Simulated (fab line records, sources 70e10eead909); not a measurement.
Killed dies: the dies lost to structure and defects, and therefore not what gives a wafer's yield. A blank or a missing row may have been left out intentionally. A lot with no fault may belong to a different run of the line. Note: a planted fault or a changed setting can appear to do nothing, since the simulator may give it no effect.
Comparing a struck lot with a sound one | flow nandHarc | 18 out of 1302 route steps
Sound: the wafers L184.1, L184.2, L184.5. Wafers L197.3, L197.6 were the ones struck. The cause is given at the end.
Per side, at each step with rows, come the tool, then ch with its chambers, and then its first start. Under that, the readings that differ: sound wafers | struck wafers | difference of the means | sigmas: that difference in standard deviations of wafers without a fault.
alike: readings whose means differ by less than 2 such deviations, and words and numbers that are the same on both sides. not compared: withheld readings, readings that some wafer has no value for, bounds like >300 that may hide the same value, and numbers for which the record gives no deviation and whose values overlap.
Wherever a step has rows on one side only, a row that says differs or no value, or a row with sigmas, the two part there. Numbers that don't overlap but have no deviation are shown without sigmas and don't part them. A reading that every wafer of one side lacks parts them only if that side has two wafers or more.

NHARC_P_M1_INSPECT_11:
  sound on defectInspect-01 at day 6 23:03; struck on defectInspect-01 at day 12 06:38
  alike: rawDefectCount
then, 3 steps without rows for these wafers: NHARC_P_M1_DESCUM_14 (chemistry O2, time 3 s); NHARC_P_M1_ETCH_35 (etches the open film in N2/H2, target depth 40 nm, overetch 12 nm, time 43.94 s); NHARC_P_M1_ETCH_15 (etches the open film in C4F8/Ar, target depth 182.5 nm, time 91.2 s).
NHARC_P_M1_CD_MEAS_16:
  sound on cdSem-01 at day 6 23:25; struck on cdSem-01 at day 12 07:01
  alike: cdNm
NHARC_P_M1_STRIP_18: strips in N2/H2.
  sound on rieDiel-07 ch 0,2,3, day 6 23:32; struck on rieDiel-07 ch 2,3, day 12 07:08
  alike: drypumpMotorCurrentA, oesProductAu, rfVppV, showerheadPlenumPTorr, throttleValvePct
  not compared: rfHoursCounterH
NHARC_P_M1_ETCH_28: etches the open film in CF4/N2, target depth 30 nm, time 72.99 s.
  sound on rieDiel-07 ch 0,2,3; struck on rieDiel-07 ch 2,3
  alike: drypumpMotorCurrentA, oesProductAu, rfVppV, showerheadPlenumPTorr, throttleValvePct
  not compared: rfHoursCounterH
then, 3 steps without rows for these wafers: NHARC_P_M1_STRIP_19 (strips in post etch residue remover, time 600 s); NHARC_P_M1_DEGAS_29 (time 60 s); NHARC_P_M1_PRE_CLEAN_30 (time 30 s).
NHARC_P_M1_PVD_20: deposits TaN, target thk 5 nm, time 8.06 s.
  sound on pvdSputter-03; struck on pvdSputter-02
  alike: throttleValvePct
then, 1 step without rows for these wafers: NHARC_P_M1_PVD_21 (deposits Cu, target thk 30 nm, time 20.49 s).
NHARC_P_M1_ECD_22: material Cu, target thk 400 nm.
  sound on ecdCu-01 ch 0,1, day 7 00:29; struck on ecdCu-01 ch 1, day 12 08:14
NHARC_P_M1_ANNEAL_31: time 90 s.
  sound on rtpAnneal-01 ch 0, day 7 00:58; struck on rtpAnneal-01 ch 0, day 12 08:34
  alike: wafer_temp_C_max
NHARC_P_M1_CMP_23: polishes, t overpolish 20 s, target thk 157.82 nm.
  sound on cmp-04 ch 1,3, day 7 01:20; struck on cmp-04 ch 1,3, day 12 08:52
  alike: motorCurrentA, slurryFilterDpKPa, timeToEndpointS
  not compared: padLifeWafers
NHARC_P_M1_THK_MEAS_24: measures by xrf.
  sound on filmMetro-01 at day 7 01:37; struck on filmMetro-02 at day 12 09:07
reading    | sound             | struck      | difference | sigmas
thkNm (nm) | 155.5 155.4 156.7 | 160.0 159.7 | +4.0       | +3
next, for these wafers, 1 step has no rows: NHARC_P_M1_SRD_25.
-- the record jumps here: 19 days lie between the struck wafers' starts before and after (it left off in module P_M1 and takes up again in module END, whose first step shown is number 1302 of the route) --
NHARC_END_SORT_01:
  sound on prober-01 ch 0, day 25 07:27; struck on prober-01 ch 0, day 30 22:26
reading                | sound          | struck    | difference | sigmas
defectLimitedYield (%) | 88.6 90.3 88.0 | 32.8 35.7 | -54.7      | -20
killedAtPeriphery      | 2 2 6          | 394 373   | +380       | +99 or more
killedDies             | 77 66 81       | 455 435   | +370       | +19
  alike: killedAtArray, killedAtOther, killedOpen, killedShort

## WHERE THEY PART
First at NHARC_P_M1_THK_MEAS_24; last, within this record, at NHARC_END_SORT_01.

WHY: what had been put in by the simulator
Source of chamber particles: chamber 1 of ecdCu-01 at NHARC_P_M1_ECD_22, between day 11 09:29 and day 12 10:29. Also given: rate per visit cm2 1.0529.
